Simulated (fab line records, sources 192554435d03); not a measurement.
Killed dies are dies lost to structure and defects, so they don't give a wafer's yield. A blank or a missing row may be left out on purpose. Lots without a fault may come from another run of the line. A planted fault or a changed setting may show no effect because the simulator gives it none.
Which tool did it? | flow n5_finfet | 11 lots, 33 wafers sampled, at 4 steps of a route of 1938

WHAT THE GAUGES READ, wafer by wafer
N5_BEOL_M4_CD_MEAS_11: target cd 16.79 nm.
lot  | measured     | on        | cd_nm (nm)
L075 | day 7 14:43  | cd_sem-02 | 16.96 16.98 16.87
L076 | day 8 02:29  | cd_sem-02 | 16.74 17.15 17.32
L080 | day 8 11:46  | cd_sem-02 | 16.73 16.26 16.83
L081 | day 9 07:29  | cd_sem-01 | 16.23 17.17 16.81
L083 | day 9 19:44  | cd_sem-01 | 16.75 17.02 16.96
L084 | day 10 01:01 | cd_sem-01 | 16.95 16.55 16.92
L087 | day 10 16:36 | cd_sem-03 | 16.72 17.18 16.86
L088 | day 10 19:19 | cd_sem-01 | 17.29 16.79 16.88
L091 | day 11 15:17 | cd_sem-02 | 16.88 17.17 17.48
L093 | day 12 06:37 | cd_sem-01 | 17.03 16.98 16.65
L095 | day 12 20:50 | cd_sem-03 | 17.04 17.01 16.80

WHICH TOOL RAN EACH LOT (tool, then ch and the chambers of the sampled wafers, then the start)
lot  | N5_BEOL_M3_ANNEAL_95         | N5_BEOL_M4_ILD_DEP_00           | N5_BEOL_M4_PECVD_72
L075 | pvd_sputter-01, day 7 10:49  | pecvd-04 ch 0,1, day 7 12:14    | pecvd-01 ch 0,2, day 7 12:20
L076 | pvd_sputter-02, day 7 20:58  | pecvd-02 ch 1,2, day 7 22:22    | pecvd-02 ch 0,1,2, day 7 22:29
L080 | pvd_sputter-01, day 8 08:25  | pecvd-02 ch 0,1,2, day 8 09:56  | pecvd-04 ch 0,1,2, day 8 10:02
L081 | pvd_sputter-03, day 9 05:23  | pecvd-01 ch 1,2, day 9 06:52    | pecvd-02 ch 0,1,2, day 9 06:58
L083 | pvd_sputter-02, day 9 17:50  | pecvd-04 ch 0,1, day 9 19:05    | pecvd-01 ch 0,2, day 9 19:11
L084 | pvd_sputter-02, day 9 21:38  | pecvd-01 ch 0,1, day 9 23:04    | pecvd-01 ch 0,1,2, day 9 23:10
L087 | pvd_sputter-03, day 10 14:14 | pecvd-02 ch 0,1,2, day 10 15:44 | pecvd-02 ch 1,2, day 10 15:50
L088 | pvd_sputter-02, day 10 17:07 | pecvd-02 ch 0,1,2, day 10 18:31 | pecvd-01 ch 0,1,2, day 10 18:37
L091 | pvd_sputter-01, day 11 12:10 | pecvd-01 ch 1,2, day 11 13:26   | pecvd-04 ch 0,1,2, day 11 13:34
L093 | pvd_sputter-02, day 12 04:46 | pecvd-01 ch 0,2, day 12 06:03   | pecvd-04 ch 1,2, day 12 06:09
L095 | pvd_sputter-01, day 12 17:53 | pecvd-04 ch 0,1,2, day 12 19:09 | pecvd-01 ch 0,1, day 12 19:15
- N5_BEOL_M3_ANNEAL_95: time 240 s.
- N5_BEOL_M4_ILD_DEP_00: deposits SiOC from DEMS/O2, target thk 79 nm, time 15.3 s.
- N5_BEOL_M4_PECVD_72: deposits SiO2 from TEOS/O2, target thk 16 nm, time 18 s.

THE ANSWER, worked out from the rows above alone
Rule: what is usual is taken from the lots themselves. Put in order of their means at a reading, lots are off if they are a third of the lots or fewer, leave a main group of 4 or more, and stand apart from it by a gap of 3 or more times the standard deviation of the main group's means; of several such gaps the widest counts. A main group whose means are all the same, to the digits that the tables above print for the reading, isn't used. A lot without any number at a reading at which 4 lots or more have one is off too. The other lots that the step has rows for count as sound.
No lot is off at any reading shown: from this, nothing can be told.

WHAT THE SIMULATOR HAD PUT IN
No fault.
